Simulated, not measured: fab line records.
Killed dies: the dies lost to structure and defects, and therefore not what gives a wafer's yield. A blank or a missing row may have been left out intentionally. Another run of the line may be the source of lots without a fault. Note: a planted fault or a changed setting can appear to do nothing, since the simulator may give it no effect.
Matching of chambers :: flow n5-finfet :: rie-diel-03 running N5_GATE_CUT_STRIP_59: 4 sister chambers
The step strips in N2/H2, time 20 s. 4 wafers are shown with their chamber, then 11 later ones without.

EACH WAFER AND ITS CHAMBER
wafer: L086.1
chamber: 2
drypump-motor-current-A (A): 6.4

wafer: L086.3
chamber: 3
drypump-motor-current-A (A): 5.8

wafer: L086.5
chamber: 0
drypump-motor-current-A (A): 5.7

wafer: L087.1
chamber: 1
drypump-motor-current-A (A): 6.6

WAFERS WITH NO CHAMBER GIVEN
wafer: L087.2
drypump-motor-current-A (A): 5.8

wafer: L087.3
drypump-motor-current-A (A): 6.4

wafer: L087.4
drypump-motor-current-A (A): 5.7

wafer: L087.5
drypump-motor-current-A (A): 5.7

wafer: L087.6
drypump-motor-current-A (A): 5.8

wafer: L091.1
drypump-motor-current-A (A): 6.6

wafer: L091.2
drypump-motor-current-A (A): 5.8

wafer: L091.3
drypump-motor-current-A (A): 6.4

wafer: L091.4
drypump-motor-current-A (A): 5.7

wafer: L091.5
drypump-motor-current-A (A): 6.6

wafer: L091.6
drypump-motor-current-A (A): 5.6

WHICH CHAMBER EACH WENT THROUGH
wafer: L087.2
from the rows above: 3
in truth: 3

wafer: L087.3
from the rows above: 2
in truth: 2

wafer: L087.4
from the rows above: 0
in truth: 0

wafer: L087.5
from the rows above: 0
in truth: 0

wafer: L087.6
from the rows above: 3
in truth: 3

wafer: L091.1
from the rows above: 1
in truth: 1

wafer: L091.2
from the rows above: 3
in truth: 3

wafer: L091.3
from the rows above: 2
in truth: 2

wafer: L091.4
from the rows above: 0
in truth: 0

wafer: L091.5
from the rows above: 1
in truth: 1

wafer: L091.6
from the rows above: 0
in truth: 0
11 of 11 placed correctly. From these rows, 0 cannot be placed. Wrongly placed: 0.
How it was worked out, from the rows above alone: a wafer's distance from a chamber is the root of the sum, over the readings, of the square of ((its reading less the chamber's mean) divided by the reading's scatter). The wafer belongs to the nearest chamber; if the next one is less than 2 further off, it can't be placed. Each chamber's mean is taken over the wafers shown for it. The scatter: with one shown wafer a chamber, the root of the mean of the squares of how far each hidden wafer lies from its nearest shown one.
